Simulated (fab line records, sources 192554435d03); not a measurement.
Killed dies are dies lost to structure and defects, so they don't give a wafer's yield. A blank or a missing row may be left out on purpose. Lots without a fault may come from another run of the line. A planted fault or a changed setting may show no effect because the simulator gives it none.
Which tool did it? | flow n5_finfet | 24 lots, 72 wafers sampled, at 1 step of a route of 1938

WHAT THE GAUGES READ, wafer by wafer
N5_PMOS_HMC_CHANNEL_EPI_INSPECT_30: inspects for defects (darkfield).
lot  | measured    | on                | raw_defect_count
L074 | day 1 22:06 | defect_inspect-02 | 24 18 17
L075 | day 2 04:19 | defect_inspect-02 | 17 15 14
L076 | day 2 09:55 | defect_inspect-02 | 17 21 17
L077 | day 2 16:47 | defect_inspect-02 | 8 19 10
L078 | day 2 20:56 | defect_inspect-01 | 17 23 15
L079 | day 3 03:04 | defect_inspect-01 | 23 15 12
L080 | day 3 10:07 | defect_inspect-02 | 22 9 19
L081 | day 3 14:31 | defect_inspect-02 | 12 15 17
L082 | day 3 20:33 | defect_inspect-02 | 20 20 25
L083 | day 4 02:29 | defect_inspect-01 | 7 18 11
L084 | day 4 08:05 | defect_inspect-02 | 16 50 35
L085 | day 4 14:57 | defect_inspect-01 | 16 10 13
L086 | day 4 20:56 | defect_inspect-02 | 19 29 6
L087 | day 5 02:37 | defect_inspect-02 | 16 26 34
L088 | day 5 08:47 | defect_inspect-02 | 34 17 19
L089 | day 5 15:08 | defect_inspect-01 | 22 19 19
L090 | day 5 20:23 | defect_inspect-01 | 9 25 23
L091 | day 6 02:10 | defect_inspect-02 | 18 28 17
L092 | day 6 07:41 | defect_inspect-01 | 24 15 24
L093 | day 6 14:31 | defect_inspect-01 | 21 11 34
L094 | day 6 20:25 | defect_inspect-01 | 17 24 14
L095 | day 7 03:02 | defect_inspect-02 | 16 12 19
L096 | day 7 08:32 | defect_inspect-02 | 9 22 37
L097 | day 7 14:42 | defect_inspect-01 | 16 24 27

WHICH TOOL RAN EACH LOT (tool, then ch and the chambers of the sampled wafers, then the start)
The record holds no process step before these readings.

WHAT THE TOOLS THEMSELVES READ (means of the sampled wafers that have a number; where no wafer has one, the mark that the record gives instead)
The record holds no such reading with a usual standard deviation.

THE ANSWER, worked out from the rows above alone
Rule: what is usual is taken from the lots themselves. Put in order of their means at a reading, lots are off if they are a third of the lots or fewer, leave a main group of 4 or more, and stand apart from it by a gap of 3 or more times the standard deviation of the main group's means; of several such gaps the widest counts. A main group whose means are all the same, to the digits that the tables above print for the reading, isn't used. A lot without any number at a reading at which 4 lots or more have one is off too. The other lots that the step has rows for count as sound. The gauges are gone through in route order, then the tools' own readings, and for those a lot's mean is taken as printed above. The first step at which some lot is off is used, and at that step the reading that is off furthest; a lot without a number counts as furthest.
No lot is off at any reading shown: from this, nothing can be told.

WHAT THE SIMULATOR HAD PUT IN
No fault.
